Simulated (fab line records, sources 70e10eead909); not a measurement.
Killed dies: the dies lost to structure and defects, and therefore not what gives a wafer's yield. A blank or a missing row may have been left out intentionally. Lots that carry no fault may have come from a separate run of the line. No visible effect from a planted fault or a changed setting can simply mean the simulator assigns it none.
One fault through the eyes of 3 desks -- flow nandHarc -- each desk has only its own numbers; what lay behind them comes last

## DESK OF THE TOOL OWNER: lithoTrack-04
The tool's own readings at NHARC_P_M0_PEB_07 (peb time 65 s): means of the sampled wafers that have a number, for each lot that ran on this tool. Marked OUT: a lot whose mean sits more than 4 standard deviations from the usual mean, which makes it out of limits; the brackets give that distance.
Columns: A = exhaustPa at NHARC_P_M0_PEB_07, usual 45.1 Pa; B = heaterPowerTotalW at NHARC_P_M0_PEB_07, usual 156.6 W; C = plateTempC at NHARC_P_M0_PEB_07, usual 100.01 C
lot,first seen here,A,B,C
L587,day 6 09:26,45.4,156.7,100.06
L594,day 8 04:08,45.2,156.4,100.11
L595,day 8 07:56,45.2,156.6,100.10
L599,day 9 09:11,46.2,157.1,100.13
L602,day 10 07:53,43.9,156.3,99.94
L604,day 10 15:48,44.6,160.8 (+9.5) OUT,101.98 (+15) OUT
L606,day 11 00:34,44.9,160.5 (+8.9) OUT,101.83 (+14) OUT
Finding of this desk: L604, L606 out of limits; the first was L604 at day 10 15:48, on heaterPowerTotalW at NHARC_P_M0_PEB_07. L587, L594, L595, L599, L602: within limits.

## METROLOGY DESK
What the gauges read for every lot (on any tool): the sampled wafers with a number, averaged. Marked OUT: a lot whose mean sits more than 4 standard deviations from the usual mean, which makes it out of limits; the brackets give that distance.
Columns: A = cdNm at NHARC_P_M0_CD_MEAS_09, usual 90.1 nm; B = cdNm at NHARC_P_M0_CD_MEAS_16, usual 90.2 nm
lot,first seen here,A,B
L587,day 6 09:31,90.3,90.1
L588,day 6 14:36,90.7,90.4
L589,day 6 23:37,89.6,91.3
L592,day 7 06:22,90.6,90.6
L594,day 8 04:13,90.1,91.1
L595,day 8 08:01,89.8,90.0
L599,day 9 09:17,90.2,89.9
L602,day 10 07:58,89.6,90.1
L604,day 10 15:53,97.3 (+13) OUT,97.7 (+8.9) OUT
L606,day 11 00:38,97.3 (+13) OUT,98.0 (+9.3) OUT
L607,day 11 06:22,90.3,90.4
Finding of this desk: L604, L606 out of limits; the first was L604 at day 10 15:53, on cdNm at NHARC_P_M0_CD_MEAS_09. L587, L588, L589, L592, L594, L595, L599, L602, L607: within limits.

## THE DEFECT DESK
For each lot, the counts of the inspections along the route, averaged over the sampled wafers that have a number. Marked OUT: a lot whose mean sits more than 4 standard deviations from the usual mean, which makes it out of limits; the brackets give that distance.
Columns: A = rawDefectCount at NHARC_P_M0_INSPECT_11, usual 4.4
lot,first seen here,A
L587,day 6 09:38,2.7
L588,day 6 14:43,4.0
L589,day 6 23:45,4.3
L592,day 7 06:30,4.7
L594,day 8 04:21,7.0
L595,day 8 08:08,2.0
L599,day 9 09:24,5.7
L602,day 10 08:05,6.7
L604,day 10 16:00,6.0
L606,day 11 00:46,5.7
L607,day 11 06:29,4.0
This desk's finding: nothing out of limits on any of the 11 lots.

## PUT TOGETHER
The tool owner's desk could have raised an alarm at day 10 15:48, on L604, L606.
The metrology desk could have raised an alarm at day 10 15:53, on L604, L606.
The defect desk saw nothing out of limits.
The defect desk has L604, L606 on record, within its limits.
The lots listed all ran NHARC_P_M0_PEB_07 on lithoTrack-04.

## WHAT THE SIMULATOR HAD PUT IN
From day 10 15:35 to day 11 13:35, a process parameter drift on lithoTrack-04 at NHARC_P_M0_PEB_07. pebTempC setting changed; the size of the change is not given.
Lots struck among those shown: L604, L606.
Counting hours from when the fault started, the first reading out of limits came at 0 for the tool owner's desk and at 0 for the metrology desk.
